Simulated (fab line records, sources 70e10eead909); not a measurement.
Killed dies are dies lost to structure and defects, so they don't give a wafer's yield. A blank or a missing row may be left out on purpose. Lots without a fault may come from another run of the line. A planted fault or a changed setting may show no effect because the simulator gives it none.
Which tool did it? | flow nand_harc | 6 lots, 18 wafers sampled, at 5 steps of a route of 1302

WHAT THE GAUGES READ, wafer by wafer
NHARC_END_SORT_01.
lot  | measured     | on        | killed_at_array
L334 | day 28 07:16 | prober-02 | 52 58 42

WHICH TOOL RAN EACH LOT (tool, then ch and the chambers of the sampled wafers, then the start)
lot  | NHARC_A_CHANNEL_HOLE_D2_ETCH_20  | NHARC_A_CHANNEL_HOLE_D2_ETCH_25  | NHARC_A_CHANNEL_FILL_D2_ALD_02   | NHARC_A_CHANNEL_FILL_D2_ALD_15
L325 | har_etch-01 ch 0,1, day 13 11:43 | har_etch-01 ch 0,1, day 13 14:35 | ald_hk-03 ch 1,2,3, day 13 17:44 | ald_sin_batch-02 ch 0, day 14 04:40
L326 | har_etch-02 ch 0,1, day 14 08:57 | har_etch-02 ch 0,1, day 14 11:49 | ald_hk-01 ch 0,1,2, day 14 14:44 | ald_sin_batch-01 ch 0, day 14 23:29
L334 | har_etch-02 ch 0,1, day 17 14:48 | har_etch-02 ch 0,1, day 17 17:37 | ald_hk-04 ch 2,3, day 17 20:37   | ald_sin_batch-02 ch 0, day 18 08:35
L342 | har_etch-02 ch 0,1, day 20 10:56 | har_etch-02 ch 0,1, day 20 13:44 | ald_hk-03 ch 0,2, day 20 16:42   | ald_sin_batch-01 ch 0, day 21 04:58
L344 | har_etch-02 ch 0, day 21 11:51   | har_etch-02 ch 0, day 21 14:44   | ald_hk-01 ch 0,1,3, day 21 17:39 | ald_sin_batch-02 ch 0, day 22 03:07
L347 | har_etch-02 ch 0,1, day 22 08:38 | har_etch-02 ch 0,1, day 22 11:24 | ald_hk-04 ch 0,3, day 22 14:25   | ald_sin_batch-02 ch 0, day 23 00:25
- NHARC_A_CHANNEL_HOLE_D2_ETCH_20: etches the open film in C4F8/O2/Ar, time 361.9 s, target depth 1600 nm.
- NHARC_A_CHANNEL_HOLE_D2_ETCH_25: etches the open film in C4F8/O2/Ar, time 1040.2 s, target depth 1500 nm.
- NHARC_A_CHANNEL_FILL_D2_ALD_02: deposits SiO2, target thk 6 nm, pulse time 10 s, ald cycles 60.
- NHARC_A_CHANNEL_FILL_D2_ALD_15: deposits SiNx, target thk 2 nm, pulse time 60 s, ald cycles 19.

THE ANSWER, worked out from the rows above alone
Rule: what is usual is taken from the lots themselves. Put in order of their means at a reading, lots are off if they are a third of the lots or fewer, leave a main group of 4 or more, and stand apart from it by a gap of 3 or more times the standard deviation of the main group's means; of several such gaps the widest counts. A main group whose means are all the same, to the digits that the tables above print for the reading, isn't used. A lot without any number at a reading at which 4 lots or more have one is off too. The other lots that the step has rows for count as sound.
No lot is off at any reading shown: from this, nothing can be told.

WHAT THE SIMULATOR HAD PUT IN
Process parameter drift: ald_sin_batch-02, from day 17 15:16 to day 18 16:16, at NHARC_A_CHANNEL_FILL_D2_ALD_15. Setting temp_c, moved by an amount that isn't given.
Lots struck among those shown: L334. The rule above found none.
